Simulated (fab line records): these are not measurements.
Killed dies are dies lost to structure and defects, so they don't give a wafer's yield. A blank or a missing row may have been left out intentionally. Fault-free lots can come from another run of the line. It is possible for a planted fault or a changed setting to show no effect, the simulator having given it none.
fab line records -- flow n5-finfet
record: lots: 6, wafers: 18, last-day: 18
route steps=1938 shown BEOL_M8@1356
lots with no fault: from the same line, run without faults
start-h: the number of hours between the record's first day and the start of the first shown wafer of the lot -- wait-h: hours from the lot's prior step to this one -- " same as the row above -- L1.1+2: a single row standing in for several wafers -- - either no value or no given start -- * or withheld: withheld -- < > ~ a bound
route shown NAME@n: names a module that has steps shown in the file, with the first one's number in the route -- usual: average and standard deviation across the fault-free wafers -- same: alike in all rows -- chamber/n: place in a boat -- sites: the reading at each site -- _std_site: the values' standard deviation -- _edge_site: mean of outer sites minus mean of inner sites -- radius-mm: how far each site lies from the wafer's centre -- mask NAME#n: copy n -- behind: tool/chamber where the wafer was last shaped -- hold: the reason the lot was held/the length of the hold in hours/how it ended -- device: whichever transistor did not switch (one of n, p or np) -- end of line: tests run on the same wafers once the route is complete -- a step with no rows: only its recipe -- killed: count of dies lost to structure and defects at first sort (not the wafer's yield) -- map: per-die view of a wafer (x killed, . not killed, _ where there is no die)
set.NAME: the setting the step ran with; set.NAME@STEP: the setting that earlier step ran with -- model.NAME: the simulator's own value behind a step, which no gauge read
certain route steps with their lots: each step a table, each wafer a row
services: a tool's chamber out of use, with start hour (start-h, from the record's first day; less than 0 if before it), hours out, and reason
== steps ==
step: N5_BEOL_M8_COAT_63
recipe: resist: SOC, temp-c: 250, time-s: 60, spin-rpm: 1500, resist-thk-nm: 60
step: N5_BEOL_M8_COAT_64
recipe: resist: SiARC, temp-c: 220, time-s: 60, spin-rpm: 1500, resist-thk-nm: 12
step: N5_BEOL_M8_COAT_71
recipe: resist: underlayer, temp-c: 205, time-s: 60, spin-rpm: 1500, resist-thk-nm: 5
step: N5_BEOL_M8_COAT_22
recipe: resist: CAR-EUV, spin-rpm: 1500, resist-thk-nm: 30
step: N5_BEOL_M8_EBR_24
recipe: solvent: PGMEA, ebr-width-mm: 1.5
step: N5_BEOL_M8_SOFTBAKE_23
recipe: temp-c: 110, time-s: 60, resist: CAR-EUV
step: N5_BEOL_M8_EXPOSE_25
recipe: mask-id: V7, na: 0.33, source-shape: annular, sigma-inner: 0.4, sigma-outer: 0.8, polarization: unpolarized, target-cd-nm: 40, dose-mj: 42.5
step: N5_BEOL_M8_PEB_26
recipe: peb-temp-c: 100, peb-time-s: 60, resist: CAR-EUV
step: N5_BEOL_M8_DEVELOP_27
recipe: develop-time-s: 30, developer: TMAH, resist: CAR-EUV, rinse-liquid: surfactant-rinse, dry: air-spin, dev-temp-c: 23
step: N5_BEOL_M8_CD_MEAS_28
recipe: target-cd-nm: 40, landing-energy-ev: 500, detector: se-inlens
usual: cd-nm: 40.05/0.23
same: landing-energy-ev: 500
lot.wafer,tool,chamber,start-h,wait-h,cd-nm
L196.1,cd-sem-02,0,249.93,-,40.52
L196.5,cd-sem-02,0,249.93,-,40.06
L196.6,cd-sem-02,0,249.93,-,39.50
L201.1,cd-sem-02,0,287.26,-,40.34
L201.4,cd-sem-02,0,287.26,-,40.07
L201.6,cd-sem-02,0,287.26,-,40.03
L210.3,cd-sem-03,0,334.05,-,40.00
L210.5,cd-sem-03,0,334.05,-,40.04
L210.6,cd-sem-03,0,334.05,-,40.04
L211.2,cd-sem-03,0,337.03,-,40.08
L211.3,cd-sem-03,0,337.03,-,40.18
L211.4,cd-sem-03,0,337.03,-,39.88
L213.3,cd-sem-03,0,365.87,-,40.20
L213.5,cd-sem-03,0,365.87,-,40.30
L213.6,cd-sem-03,0,365.87,-,39.92
L214.1,cd-sem-02,0,370.49,-,40.34
L214.4,cd-sem-02,0,370.49,-,40.07
L214.6,cd-sem-02,0,370.49,-,40.04
step: N5_BEOL_M8_OVL_MEAS_29
recipe: points-per-wafer: 522
usual: V7_OVL: -0.4/0.7
lot.wafer,tool,chamber,start-h,wait-h,V7_OVL[nm]
L196.1,overlay-01,0,249.96,0.0,-0.8
L196.5,overlay-01,0,249.96,0.0,-1.1
L196.6,overlay-01,0,249.96,0.0,-1.0
L201.1,overlay-02,0,287.29,0.0,-0.7
L201.4,overlay-02,0,287.29,0.0,-0.5
L201.6,overlay-02,0,287.29,0.0,-0.5
L210.3,overlay-02,0,334.09,0.0,-1.0
L210.5,overlay-02,0,334.09,0.0,0.3
L210.6,overlay-02,0,334.09,0.0,0.5
L211.2,overlay-02,0,337.07,0.0,-2.2
L211.3,overlay-02,0,337.07,0.0,-1.9
L211.4,overlay-02,0,337.07,0.0,-1.6
L213.3,overlay-02,0,365.91,0.0,-0.2
L213.5,overlay-02,0,365.91,0.0,-0.9
L213.6,overlay-02,0,365.91,0.0,-0.4
L214.1,overlay-01,0,370.52,0.0,0.2
L214.4,overlay-01,0,370.52,0.0,0.5
L214.6,overlay-01,0,370.52,0.0,0.6
step: N5_BEOL_M8_INSPECT_30
recipe: mode: adi, inspect-instrument: brightfield
usual: raw-defect-count: 445/110
lot.wafer,tool,chamber,start-h,wait-h,raw-defect-count
L196.1,defect-inspect-01,-,250.02,0.1,399
L196.5,defect-inspect-01,-,250.02,0.1,461
L196.6,defect-inspect-01,-,250.02,0.1,517
L201.1,defect-inspect-01,-,287.35,0.1,249
L201.4,defect-inspect-01,-,287.35,0.1,310
L201.6,defect-inspect-01,-,287.35,0.1,325
L210.3,defect-inspect-01,-,334.13,0.0,381
L210.5,defect-inspect-01,-,334.13,0.0,447
L210.6,defect-inspect-01,-,334.13,0.0,428
L211.2,defect-inspect-02,-,337.12,0.0,387
L211.3,defect-inspect-02,-,337.12,0.0,447
L211.4,defect-inspect-02,-,337.12,0.0,572
L213.3,defect-inspect-02,-,365.95,0.0,338
L213.5,defect-inspect-02,-,365.95,0.0,415
L213.6,defect-inspect-02,-,365.95,0.0,374
L214.1,defect-inspect-01,-,370.58,0.1,881
L214.4,defect-inspect-01,-,370.58,0.1,514
L214.6,defect-inspect-01,-,370.58,0.1,447
step: N5_BEOL_M8_DESCUM_33
recipe: chemistry: O2, time-s: 7, source-power-w: 50, bias-power-w: 20, pressure-mtorr: 20, rf-frequency-hz: 2.712e+07, temp-c: 40, resist: CAR-EUV, o2-flow-sccm: 225
usual: drypump-motor-current-A: 5.7/0.43, oes-product-au: 0.81/0.088, rf-vpp-V: 243.1/1.5, showerhead-plenum-p-Torr: 2.09/0.08, throttle-valve-pct: 20.43/0.23
lot.wafer,tool,chamber,start-h,wait-h,drypump-motor-current-A,oes-product-au,rf-hours-counter-h,rf-vpp-V,showerhead-plenum-p-Torr,throttle-valve-pct,model.CAR-EUV_of_BEOL_M8_COAT_22.thk-nm
L196.1,rie-diel-06,3,250.05,0.0,5.5,0.86,47,241.3,2.02,20.51,25.8
L196.5,rie-diel-06,2,250.05,0.0,5.4,0.93,-,243.2,2.15,20.34,26
L196.6,rie-diel-06,1,250.05,0.0,5.5,0.88,-,241.4,2.02,19.91,25.8
L201.1,rie-diel-06,0,287.39,0.0,6.5,0.73,166,242.3,2.01,20.56,26.2
L201.4,rie-diel-06,2,287.39,0.0,5.3,0.90,32,243.6,2.14,20.34,26.2
L201.6,rie-diel-06,0,287.39,0.0,6.5,0.74,-,239.8,2.01,20.56,26
L210.3,rie-diel-06,0,334.40,0.3,6.5,0.72,183,240.5,2.00,20.60,26.6
L210.5,rie-diel-06,2,334.40,0.3,5.3,0.87,-,245.2,2.14,20.36,26.6
L210.6,rie-diel-06,3,334.40,0.3,5.5,0.81,-,244.0,2.01,20.55,26
L211.2,rie-diel-06,0,337.43,0.3,6.5,0.73,184,241.0,2.00,20.61,26.6
L211.3,rie-diel-06,2,337.43,0.3,5.3,0.88,49,243.7,2.14,20.37,26.6
L211.4,rie-diel-06,3,337.43,0.3,5.5,0.82,79,241.4,2.01,20.57,26
L213.3,rie-diel-03,3,366.31,0.4,6.6,0.74,142,245.8,2.18,20.33,26.2
L213.5,rie-diel-03,0,366.31,0.4,5.3,0.69,-,241.2,1.99,20.66,26.2
L213.6,rie-diel-03,3,366.31,0.4,6.6,0.75,-,244.0,2.18,20.30,26.2
L214.1,rie-diel-03,1,370.70,0.1,5.7,0.89,50,242.2,2.12,20.44,25.8
L214.4,rie-diel-03,3,370.70,0.1,6.6,0.74,-,244.8,2.18,20.32,26
L214.6,rie-diel-03,2,370.70,0.1,5.8,0.82,-,245.7,2.20,20.47,26
step: N5_BEOL_M8_ETCH_72
recipe: chemistry: N2/H2, target: underlayer, target-depth-a: 65, mask-material: CAR-EUV, time-s: 5.2, ion-energy-ev: 200, pressure-mtorr: 30, source-w: 840, bias-w: 150, n2-flow-sccm: 200, h2-flow-sccm: 200, ends: cleared
usual: drypump-motor-current-A: 5.7/0.44, etch-rf-on-time-s: 5.23/0.12, n2-flow-sccm: 199.9/0.64, oes-product-au: 0.68/0.077, rf-vpp-V: 524.1/2.8, showerhead-plenum-p-Torr: 2.55/0.098, throttle-valve-pct: 17.88/0.21
lot.wafer,tool,chamber,start-h,wait-h,drypump-motor-current-A,etch-rf-on-time-s,n2-flow-sccm,oes-product-au,rf-hours-counter-h,rf-vpp-V,showerhead-plenum-p-Torr,throttle-valve-pct
L196.1,rie-diel-06,3,250.08,0.0,5.5,5.15,200.3,0.73,47,523.4,2.48,18.08
L196.5,rie-diel-06,2,250.08,0.0,5.3,5.18,200.3,0.78,-,527.2,2.59,17.66
L196.6,rie-diel-06,1,250.08,0.0,5.5,5.19,199.4,0.75,-,521.7,2.49,17.52
L201.1,rie-diel-06,0,287.42,0.0,6.5,5.30,200.2,0.63,166,519.2,2.44,17.89
L201.4,rie-diel-06,2,287.42,0.0,5.3,5.15,200.3,0.77,32,524.4,2.59,17.68
L201.6,rie-diel-06,0,287.42,0.0,6.5,5.29,200.0,0.62,-,521.1,2.44,17.89
L210.3,rie-diel-06,0,334.43,0.0,6.5,5.36,199.8,0.61,183,519.9,2.43,17.91
L210.5,rie-diel-06,2,334.43,0.0,5.3,5.16,200.4,0.74,-,525.3,2.58,17.73
L210.6,rie-diel-06,3,334.43,0.0,5.6,5.14,199.5,0.69,-,522.2,2.47,18.13
L211.2,rie-diel-06,0,337.46,0.0,6.5,5.36,200.3,0.62,184,520.1,2.43,17.91
L211.3,rie-diel-06,2,337.46,0.0,5.4,5.26,199.1,0.73,49,523.1,2.58,17.72
L211.4,rie-diel-06,3,337.46,0.0,5.6,5.22,200.2,0.70,79,522.3,2.46,18.16
L213.3,rie-diel-03,3,366.34,0.0,6.6,5.41,200.3,0.65,142,528.2,2.64,17.62
L213.5,rie-diel-03,0,366.34,0.0,5.3,5.26,200.7,0.58,-,518.6,2.39,18.00
L213.6,rie-diel-03,3,366.34,0.0,6.6,5.44,199.8,0.64,-,526.4,2.64,17.64
L214.1,rie-diel-03,1,370.73,0.0,5.6,4.99,199.9,0.77,50,525.0,2.61,18.06
L214.4,rie-diel-03,3,370.73,0.0,6.6,5.47,201.0,0.64,-,527.1,2.64,17.61
L214.6,rie-diel-03,2,370.73,0.0,5.7,5.24,200.0,0.69,-,525.8,2.68,17.94
step: N5_BEOL_M8_ETCH_65
recipe: chemistry: CF4, target: SiARC, target-depth-a: 156, mask-material: CAR-EUV, time-s: 26, ion-energy-ev: 80, pressure-mtorr: 40, source-w: 545, bias-w: 36, Ar_flow_sccm: 100, cf4-flow-sccm: 100, ends: cleared
usual: drypump-motor-current-A: 5.7/0.43, etch-rf-on-time-s: 26.2/0.65, oes-product-au: 0.69/0.077, rf-vpp-V: 184.1/1.3, showerhead-plenum-p-Torr: 2.14/0.08, throttle-valve-pct: 15.61/0.22
lot.wafer,tool,chamber,start-h,wait-h,drypump-motor-current-A,etch-rf-on-time-s,oes-product-au,rf-hours-counter-h,rf-vpp-V,showerhead-plenum-p-Torr,throttle-valve-pct,model.CAR-EUV_of_BEOL_M8_COAT_22.thk-nm
L196.1,rie-diel-06,3,250.10,0.0,5.5,25.5,0.74,47,185.0,2.09,15.77,11
L196.5,rie-diel-06,2,250.10,0.0,5.3,25.8,0.77,-,185.4,2.17,15.32,11
L196.6,rie-diel-06,1,250.10,0.0,5.5,25.7,0.76,-,184.8,2.08,15.14,11
L201.1,rie-diel-06,0,287.44,0.0,6.5,26.7,0.62,166,183.8,2.06,15.74,11.2
L201.4,rie-diel-06,2,287.44,0.0,5.3,26.2,0.75,32,184.2,2.17,15.35,11.2
L201.6,rie-diel-06,0,287.44,0.0,6.5,26.9,0.62,-,183.4,2.06,15.72,11.2
L210.3,rie-diel-06,0,334.45,0.0,6.5,26.7,0.61,183,183.0,2.06,15.77,11.6
L210.5,rie-diel-06,2,334.45,0.0,5.3,25.8,0.74,-,184.2,2.17,15.39,11.6
L210.6,rie-diel-06,3,334.45,0.0,5.5,25.7,0.70,-,182.4,2.08,15.83,11.2
L211.2,rie-diel-06,0,337.48,0.0,6.5,26.8,0.62,184,182.9,2.05,15.76,11.6
L211.3,rie-diel-06,2,337.48,0.0,5.3,25.9,0.74,49,185.7,2.17,15.39,11.6
L211.4,rie-diel-06,3,337.48,0.0,5.5,26.1,0.70,79,183.6,2.08,15.83,11.2
L213.3,rie-diel-03,3,366.36,0.0,6.6,27.8,0.64,142,184.5,2.22,15.51,11.2
L213.5,rie-diel-03,0,366.36,0.0,5.3,26.9,0.57,-,183.0,2.03,15.82,11.2
L213.6,rie-diel-03,3,366.36,0.0,6.6,27.7,0.64,-,186.5,2.22,15.50,11.2
L214.1,rie-diel-03,1,370.75,0.0,5.7,24.7,0.77,50,184.7,2.19,15.67,11
L214.4,rie-diel-03,3,370.75,0.0,6.6,27.3,0.64,-,185.6,2.22,15.51,11
L214.6,rie-diel-03,2,370.75,0.0,5.8,26.1,0.70,-,184.1,2.26,15.71,11
step: N5_BEOL_M8_ETCH_66
recipe: chemistry: N2/H2, target: SOC, target-depth-a: 800, overetch-a: 160, mask-material: SiARC, temp-c: 40, time-s: 120, ion-energy-ev: 200, pressure-mtorr: 30, source-w: 840, bias-w: 150, n2-flow-sccm: 200, h2-flow-sccm: 200
usual: drypump-motor-current-A: 5.7/0.44, n2-flow-sccm: 200.1/0.58, oes-product-au: 0.62/0.062, rf-vpp-V: 523.9/2.8, showerhead-plenum-p-Torr: 2.55/0.098, throttle-valve-pct: 17.84/0.2
lot.wafer,tool,chamber,start-h,wait-h,drypump-motor-current-A,n2-flow-sccm,oes-product-au,rf-hours-counter-h,rf-vpp-V,showerhead-plenum-p-Torr,throttle-valve-pct
L196.1,rie-diel-06,3,250.13,0.0,5.5,199.8,0.65,47,523.4,2.48,18.04
L196.5,rie-diel-06,2,250.13,0.0,5.3,199.7,0.69,-,525.2,2.59,17.62
L196.6,rie-diel-06,1,250.13,0.0,5.4,200.4,0.67,-,521.9,2.49,17.48
L201.1,rie-diel-06,0,287.47,0.0,6.5,200.3,0.57,166,520.1,2.44,17.83
L201.4,rie-diel-06,2,287.47,0.0,5.4,201.2,0.68,32,525.3,2.59,17.64
L201.6,rie-diel-06,0,287.47,0.0,6.5,199.9,0.56,-,521.0,2.44,17.84
L210.3,rie-diel-06,0,334.48,0.0,6.5,200.3,0.56,183,519.7,2.43,17.87
L210.5,rie-diel-06,2,334.48,0.0,5.3,200.0,0.66,-,522.3,2.58,17.69
L210.6,rie-diel-06,3,334.48,0.0,5.6,199.3,0.62,-,521.7,2.47,18.09
L211.2,rie-diel-06,0,337.51,0.0,6.5,200.5,0.56,184,520.6,2.43,17.87
L211.3,rie-diel-06,2,337.51,0.0,5.4,200.2,0.65,49,524.9,2.58,17.68
L211.4,rie-diel-06,3,337.51,0.0,5.6,200.2,0.63,79,522.0,2.46,18.10
L213.3,rie-diel-03,3,366.39,0.0,6.6,200.2,0.59,142,526.9,2.64,17.59
L213.5,rie-diel-03,0,366.39,0.0,5.3,200.5,0.52,-,520.0,2.39,17.96
L213.6,rie-diel-03,3,366.39,0.0,6.6,199.4,0.59,-,527.3,2.64,17.58
L214.1,rie-diel-03,1,370.78,0.0,5.7,200.6,0.67,50,524.4,2.61,18.03
L214.4,rie-diel-03,3,370.78,0.0,6.6,200.0,0.59,-,527.0,2.64,17.59
L214.6,rie-diel-03,2,370.78,0.0,5.7,199.7,0.62,-,527.7,2.68,17.93
== services ==
tool,chamber,start-h,hours,kind
rie-diel-06,2,254.76,7.2,repair
rie-diel-03,1,331.23,10.9,repair
rie-diel-06,-,364.60,2.4,repair
rie-diel-03,0,368.14,-,clean
rie-diel-03,0,368.14,-,consumable-replace:focus-ring
rie-diel-03,0,368.14,-,consumable-replace:showerhead
rie-diel-03,0,368.14,16.1,scheduled-down
rie-diel-03,0,368.14,16.1,vent-cycle
== key ==
first-sign none at tools or gauges
model-effect: step: N5_BEOL_M8_DESCUM_33, value: CAR-EUV_of_BEOL_M8_COAT_22.thk-nm, without: 26.15, struck: 26.6
model-effect: step: N5_BEOL_M8_ETCH_65, value: CAR-EUV_of_BEOL_M8_COAT_22.thk-nm, without: 11.2, struck: 11.6
met-at N5_BEOL_M8_DESCUM_33
struck-wafers L210.3,L210.5,L211.2,L211.3
onset-between 287.39 334.40
fault: kind: process-parameter-drift, tool: rie-diel-06, chamber: -, onset-h: 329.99, steps: N5_BEOL_M8_DESCUM_33, channel: time-s, offset: *, shape: step, end-h: 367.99, scope: struck-wafers-only, acts-in: *, stated: *
